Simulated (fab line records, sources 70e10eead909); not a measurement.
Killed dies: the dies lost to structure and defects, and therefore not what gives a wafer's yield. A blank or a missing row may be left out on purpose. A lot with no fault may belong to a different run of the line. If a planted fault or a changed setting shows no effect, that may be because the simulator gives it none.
Comparing a struck lot with a sound one	flow nand-harc	15 steps out of a route of 1302
Sound: wafers L194.1, L194.2, L194.6. Struck: wafer L209.2 (left out: L209.3, L209.4 of the same lot, which were not struck); the cause appears at the end.
At each step with rows: each side's tool, then ch and its chambers, then its first start. Under that, the readings that differ: sound wafers	struck wafers	difference of the means	sigmas: that difference in standard deviations of wafers without a fault.
alike: words and numbers the same on both sides, and readings whose means are apart by under 2 such deviations; not compared: readings that were withheld, readings missing a value for some wafer, numbers with overlapping values and no deviation given by the record, and bounds like >300 which may hide the same value.
The two part at a step that has a row with sigmas, a row that says differs or no value, or rows on one side only. Non-overlapping numbers with no deviation appear without sigmas and do not part them. Lack of a reading on every wafer of one side parts them only where that side has two or more wafers.

first, 1 step without rows for these wafers: NHARC_A_ONON_D1_DEP_00 (target thk 1000 nm).
NHARC_A_ONON_D1_THK_MEAS_02: measures by ellipsometry.
  sound on film-metro-01, day 9 08:55; struck on film-metro-02, day 15 12:02
  alike: thk-nm
following that, 1 step holds no rows for these wafers, namely NHARC_A_ONON_D1_DEP_03 (target thickness 1000 nm).
NHARC_A_ONON_D1_THK_MEAS_05: measures by ellipsometry.
  sound on film-metro-01, day 9 09:29; struck on film-metro-01, day 15 12:36
  alike: thk-nm
following that, 1 step holds no rows for these wafers, namely NHARC_A_ONON_D1_DEP_06 (target thickness 1000 nm).
NHARC_A_ONON_D1_THK_MEAS_08: measures by ellipsometry.
  sound on film-metro-02, day 9 10:02; struck on film-metro-01, day 15 13:10
  alike: thk-nm
following that, 1 step holds no rows for these wafers, namely NHARC_A_ONON_D1_DEP_09 (target thickness 1000 nm).
NHARC_A_ONON_D1_THK_MEAS_11: measures by ellipsometry.
  sound on film-metro-01, day 9 10:36; struck on film-metro-01, day 15 13:44
  alike: thk-nm
following that, 1 step holds no rows for these wafers, namely NHARC_A_ONON_D1_DEP_12 (target thickness 1000 nm).
NHARC_A_ONON_D1_THK_MEAS_14: measures by ellipsometry.
  sound on film-metro-01, day 9 11:10; struck on film-metro-02, day 15 14:17
  alike: thk-nm
then, 1 step without rows for these wafers: NHARC_A_ONON_D1_ANNEAL_15 (time 3600 s).
NHARC_A_ONON_D1_DEP_16: target thk 1000 nm.
  sound on pecvd-onon-03 ch 0, day 9 19:40; struck on pecvd-onon-03 ch 0, day 15 21:38
  alike: n2o-flow-sccm, nh3-flow-sccm
NHARC_A_ONON_D1_THK_MEAS_18: measures by ellipsometry.
  sound on film-metro-02, day 9 20:10; struck on film-metro-01, day 15 22:05
reading	sound	struck	difference	sigmas
thk-nm (nm)	1006 1005 1006	606	-400	-45
following that, 1 step holds no rows for these wafers, namely NHARC_A_ONON_D1_DEP_19 (target thickness 1000 nm).
-- the record jumps here: 16 days lie between the struck wafers' starts before and after (it left off in module A_ONON_D1 and takes up again in module END, whose first step shown is number 1302 of the route) --
NHARC_END_SORT_01:
  sound on prober-01 ch 0, day 26 09:25; struck on prober-02 ch 0, day 31 18:46
reading	sound	struck	difference	sigmas
killed-at-array	76 93 96	674	+586	+29
killed-dies	79 99 102	677	+584	+29
  alike: killed-at-other, killed-at-periphery, killed-open, killed-short

WHERE THEY PART
Last at NHARC_END_SORT_01 as far as this record goes, first at NHARC_A_ONON_D1_THK_MEAS_18.

WHY: what the simulator had put in
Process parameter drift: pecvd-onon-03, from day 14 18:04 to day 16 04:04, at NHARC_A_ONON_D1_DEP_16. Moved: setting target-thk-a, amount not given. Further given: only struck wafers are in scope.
